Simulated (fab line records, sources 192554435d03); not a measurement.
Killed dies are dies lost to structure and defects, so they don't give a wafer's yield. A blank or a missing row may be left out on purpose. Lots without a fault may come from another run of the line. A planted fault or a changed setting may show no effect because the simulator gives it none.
A struck lot beside a sound one | flow n5_finfet | 38 steps out of a route of 1938
Sound: wafers L287.2, L287.3, L287.4. Struck: wafers L279.1, L279.2, L279.3. The cause comes at the end.
At each step with rows: each side's tool, then ch and its chambers, then its first start. Under that, the readings that differ: sound wafers | struck wafers | difference of the means | sigmas: that difference in standard deviations of wafers without a fault.
alike: readings whose means differ by less than 2 such deviations, and words and numbers that are the same on both sides. not compared: withheld readings, readings that some wafer has no value for, bounds like >300 that may hide the same value, and numbers for which the record gives no deviation and whose values overlap.
The two part at a step that has a row with sigmas, a row that says differs or no value, or rows on one side only. Numbers that don't overlap but have no deviation are shown without sigmas and don't part them. A reading that every wafer of one side lacks parts them only if that side has two wafers or more.

first, 12 steps without rows for these wafers: N5_MOL_CONTACT_COAG_DESCUM_45 (chemistry O2, time 7 s); N5_MOL_CONTACT_COAG_ETCH_65 (etches underlayer in N2/H2, target depth 13 nm, time 10.4 s); N5_MOL_CONTACT_COAG_ETCH_66 (etches SiARC in CF4, target depth 13 nm, time 21.7 s); N5_MOL_CONTACT_COAG_ALD_133 (deposits SiO2, target thk 5 nm, pulse time 1 s, co reactant pulse time 1 s); N5_MOL_CONTACT_COAG_ETCHBACK_134 (etches SiO2 in CHF3, target depth 10 nm, time 6.7 s); N5_MOL_CONTACT_COAG_ETCH_67 (etches SOC in N2/H2, target depth 60 nm, overetch 21 nm, time 101.2 s); N5_MOL_CONTACT_COAG_STRIP_68 (strips in N2/H2); N5_MOL_CONTACT_COAG_STRIP_69 (strips in N2/H2); N5_MOL_CONTACT_COAG_ETCHBACK_136 (etches SiO2 in CHF3, target depth 25 nm, time 16.7 s); N5_MOL_CONTACT_COAG_STRIP_120 (strips in CHF3); N5_MOL_CONTACT_COAG_VIA_ETCH_117 (etches SiO2 in C4F6/O2, target depth 40 nm, overetch 8 nm, time 26 s); N5_MOL_CONTACT_COAG_ETCH_124 (etches SiNx in CH3F/O2, stops on SiOC, target depth 6.5 nm).
N5_MOL_CONTACT_COAG_ETCH_48: etches SiOC in C4F6/O2, target depth 15 nm, overetch 4.5 nm, time 17 s.
  sound on rie_diel-04 ch 0,1,3, day 10 13:43; struck on rie_diel-03 ch 0,2,3, day 8 13:19
  alike: drypump_motor_current_A, oes_product_au, rf_vpp_V, showerhead_plenum_p_Torr, throttle_valve_pct
  not compared: rf_hours_counter_h
then, 24 steps without rows for these wafers: N5_MOL_CONTACT_COAG_STRIP_72 (strips in N2/H2); N5_MOL_CONTACT_COAG_STRIP_49 (strips in N2/H2, time 30 s); N5_MOL_CONTACT_COAG_PRECLEAN_138 (cleans in alkaline clean, time 60 s); N5_MOL_CONTACT_COAG_SRD_139 (time 30 s); N5_MOL_CONTACT_COAG_PRE_CLEAN_121; N5_MOL_CONTACT_COAG_CVD_140 (deposits W, target thk 66.5 nm, time 215 s); N5_MOL_CONTACT_COAG_PRECLEAN_127 (cleans in DIW, time 57.5 s); N5_MOL_CONTACT_COAG_SRD_128 (dry time 32 s); N5_MOL_CONTACT_COAG_CMP_52 (polishes, stops on SiO2, t overpolish 1.5 s, target thk 66.5 nm); N5_MOL_CONTACT_COAG_ANNEAL_112 (time 1800 s); N5_BEOL_M0_SAQP_PECVD_00 (deposits SiCN from 3MS/NH3, target thk 8 nm, time 14 s); N5_BEOL_M0_SAQP_ILD_DEP_01 (deposits SiOC from DEMS/O2, target thk 45.419 nm, time 8.7 s); N5_BEOL_M0_SAQP_HM_DEP_02 (deposits TiN, target thk 12 nm); N5_BEOL_M0_SAQP_PECVD_03 (deposits SiCN from 3MS/NH3, target thk 12 nm, time 21.1 s); N5_BEOL_M0_SAQP_PECVD_96 (deposits a-Si from SiH4/He, target thk 45 nm, time 45.2 s); N5_BEOL_M0_SAQP_PECVD_97 (deposits SiNx from SiH4/NH3/N2, target thk 23 nm, time 19.9 s); N5_BEOL_M0_SAQP_PECVD_04 (deposits a-Si from SiH4/He, target thk 60 nm, time 60.2 s); N5_BEOL_M0_SAQP_HM_DEP_111 (deposits SiO2 from SiH4/N2O, target thk 12 nm, time 7.2 s); N5_BEOL_M0_SAQP_COAT_81 (time 60 s, resist thk 100 nm); N5_BEOL_M0_SAQP_COAT_82 (time 60 s, resist thk 30 nm); N5_BEOL_M0_SAQP_COAT_08 (resist thk 90 nm); N5_BEOL_M0_SAQP_EBR_10; N5_BEOL_M0_SAQP_SOFTBAKE_09 (time 60 s); N5_BEOL_M0_SAQP_EXPOSE_11 (exposes mask M0 CORE, target cd 42 nm).
-- the record jumps here: 9 days lie between the struck wafers' starts before and after (it left off in module BEOL_M0_SAQP and takes up again in module PASSIVATION, whose first step shown is number 1936 of the route) --
N5_PASSIVATION_PROBE_49:
  the record has rows for the struck wafers here (prober-02, day 17 14:37) and none for the sound ones

WHERE THEY PART
Only at N5_PASSIVATION_PROBE_49, within this record.

WHY: what the simulator had put in
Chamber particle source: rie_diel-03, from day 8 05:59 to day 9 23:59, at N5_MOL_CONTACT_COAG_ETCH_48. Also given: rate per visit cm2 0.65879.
